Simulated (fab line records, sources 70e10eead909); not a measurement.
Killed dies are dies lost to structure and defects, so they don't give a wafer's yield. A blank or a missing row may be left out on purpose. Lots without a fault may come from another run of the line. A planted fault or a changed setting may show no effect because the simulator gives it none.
A struck lot beside a sound one | flow nand_harc | 37 steps out of a route of 1159
Sound: wafers L771.2, L771.3, L771.4. Struck: wafers L761.2, L761.3, L761.5. The cause comes at the end.
At each step with rows: each side's tool, then ch and its chambers, then its first start. Under that, the readings that differ: sound wafers | struck wafers | difference of the means | sigmas: that difference in standard deviations of wafers without a fault.
alike: readings whose means differ by less than 2 such deviations, and words and numbers that are the same on both sides. not compared: withheld readings, readings that some wafer has no value for, bounds like >300 that may hide the same value, and numbers for which the record gives no deviation and whose values overlap.
The two part at a step that has a row with sigmas, a row that says differs or no value, or rows on one side only. Numbers that don't overlap but have no deviation are shown without sigmas and don't part them. A reading that every wafer of one side lacks parts them only if that side has two wafers or more.

NHARC_THIN_TSV_CD_MEAS_16:
  sound on cd_sem-02, day 23 23:43; struck on cd_sem-01, day 21 18:23
  alike: cd_nm
then, 2 steps without rows for these wafers: NHARC_THIN_TSV_STRIP_45 (strips in O2); NHARC_THIN_TSV_STRIP_46 (strips in post etch residue remover, time 1200 s).
NHARC_THIN_TSV_DEP_47: deposits SiO2, target thk 200 nm.
  sound on pecvd-02 ch 0,1, day 24 00:38; struck on pecvd-02 ch 1,2, day 21 19:16
  alike: throttle_valve_pct
then, 7 steps without rows for these wafers: NHARC_THIN_TSV_ETCHBACK_48 (etches the open film in C4F8/Ar, target depth 1028.5 nm, time 405.17 s); NHARC_THIN_TSV_STRIP_62 (strips in N2/H2, time 20 s); NHARC_THIN_TSV_DEGAS_49 (time 120 s); NHARC_THIN_TSV_PRE_CLEAN_50 (time 30 s); NHARC_THIN_TSV_PVD_19 (deposits TaN, target thk 20 nm); NHARC_THIN_TSV_PVD_51 (deposits Cu, target thk 100 nm); NHARC_THIN_TSV_ECD_20 (material Cu, target thk 2000 nm).
NHARC_THIN_TSV_ANNEAL_52: time 90 s.
  sound on rtp_anneal-01 ch 0, day 24 03:01; struck on rtp_anneal-02 ch 0, day 21 21:38
  alike: wafer_temp_C_max
NHARC_THIN_TSV_CMP_21: polishes, t overpolish 30 s, target thk 2000 nm.
  sound on cmp-02 ch 0,1,2, day 24 03:19; struck on cmp-01 ch 0,1,3, day 21 22:01
  no value came back on the struck wafers for edge_zone_pressure_frac, motor_current_A (A), overpolish_run_s (s); on the sound wafers edge_zone_pressure_frac reads 1.003 1.002 1.002
then, 13 steps without rows for these wafers: NHARC_THIN_TSV_SRD_23; NHARC_THIN_TSV_DEGAS_53 (time 60 s); NHARC_THIN_TSV_PRE_CLEAN_54 (time 30 s); NHARC_THIN_TSV_PVD_55 (deposits TiN, target thk 50 nm); NHARC_THIN_TSV_PVD_24 (deposits Al, target thk 800 nm); NHARC_THIN_TSV_DEHYDRATE_25 (time 120 s); NHARC_THIN_TSV_HMDS_26 (time 30 s); NHARC_THIN_TSV_COAT_27; NHARC_THIN_TSV_SOFTBAKE_28 (time 95 s); NHARC_THIN_TSV_EBR_29; NHARC_THIN_TSV_EXPOSE_30 (exposes mask PAD); NHARC_THIN_TSV_PEB_31 (peb time 85 s); NHARC_THIN_TSV_DEVELOP_32 (time 70 s).
NHARC_THIN_TSV_CD_MEAS_33: target cd 5000 nm.
  sound on cd_sem-03 ch 0, day 24 04:47; struck on cd_sem-01 ch 0, day 21 23:25
  alike: cd_nm
then, 1 step without rows for these wafers: NHARC_THIN_TSV_HARDBAKE_34 (time 80 s).
NHARC_THIN_TSV_DESCUM_35: chemistry O2, time 3 s.
  sound on rie_diel-04 ch 0,2,3, day 24 04:57; struck on rie_diel-12 ch 1,2, day 21 23:35
  alike: drypump_motor_current_A, oes_product_au, rf_vpp_V, showerhead_plenum_p_Torr, throttle_valve_pct
  not compared: rf_hours_counter_h
then, 1 step without rows for these wafers: NHARC_THIN_TSV_ETCH_59 (etches the open film in Cl2/BCl3, target depth 880 nm, time 138.1 s).
NHARC_THIN_TSV_ETCH_36: etches the open film in Cl2/BCl3, target depth 65 nm, time 18.571 s.
  sound on rie_metal-03 ch 0,1, day 24 05:20; struck on rie_metal-02 ch 0, day 21 23:58
  reading                     | sound       | struck      | difference | sigmas
  drypump_motor_current_A (A) | 6.3 6.3 6.1 | 5.3 5.3 5.3 | -0.9       | -3
  alike: oes_product_au
  not compared: rf_hours_counter_h
NHARC_THIN_TSV_STRIP_56: strips in O2.
  sound on plasma_asher-02 ch 0,1, day 24 05:35; struck on plasma_asher-02 ch 0,1, day 22 00:04
  alike: drypump_motor_current_A, heater_power_w
  not compared: rf_hours_counter_h
then, 1 step without rows for these wafers: NHARC_THIN_TSV_STRIP_57 (strips in post etch residue remover, time 1200 s).
NHARC_THIN_TSV_CD_MEAS_37:
  sound on cd_sem-03, day 24 06:23; struck on cd_sem-02, day 22 00:52
  alike: cd_nm
then, 1 step without rows for these wafers: NHARC_THIN_TSV_ANNEAL_58 (time 1800 s).
NHARC_THIN_TSV_INSPECT_40:
  sound on defect_inspect-02, day 24 09:14; struck on defect_inspect-02, day 22 06:59
  reading          | sound       | struck         | difference | sigmas
  raw_defect_count | 384 395 432 | 6586 6403 6354 | +6044      | +81
NHARC_END_SORT_01:
  sound on prober-02 ch 0, day 24 13:04; struck on prober-02 ch 0, day 22 10:53
  reading                  | sound          | struck            | difference | sigmas
  defect_limited_yield (%) | 97.5 96.8 96.0 | 0 0 0             | -97        | -69
  killed_at_other          | 0 0 0          | 648 657 650       | +652       | +99 or more
  killed_dies              | 17 22 27       | 677 677 677       | +655       | +72
  sort_bin_3_pct (%)       | 0.30 0 0.15    | 95.86 97.05 96.16 | +96.21     | +99 or more
  sort_n_pass              | 660 655 650    | 0 0 0             | -655       | -72
  sort_rim_yield_pct (%)   | 95.3 96.2 93.4 | 0 0 0             | -95        | -32
  sort_yield_pct (%)       | 97.5 96.8 96.0 | 0 0 0             | -97        | -69
  alike: killed_at_array, killed_at_periphery, killed_open, killed_short, sort_bin_2_pct, sort_bin_4_pct

WHERE THEY PART
First at NHARC_THIN_TSV_CMP_21; last, within this record, at NHARC_END_SORT_01.

WHY: what the simulator had put in
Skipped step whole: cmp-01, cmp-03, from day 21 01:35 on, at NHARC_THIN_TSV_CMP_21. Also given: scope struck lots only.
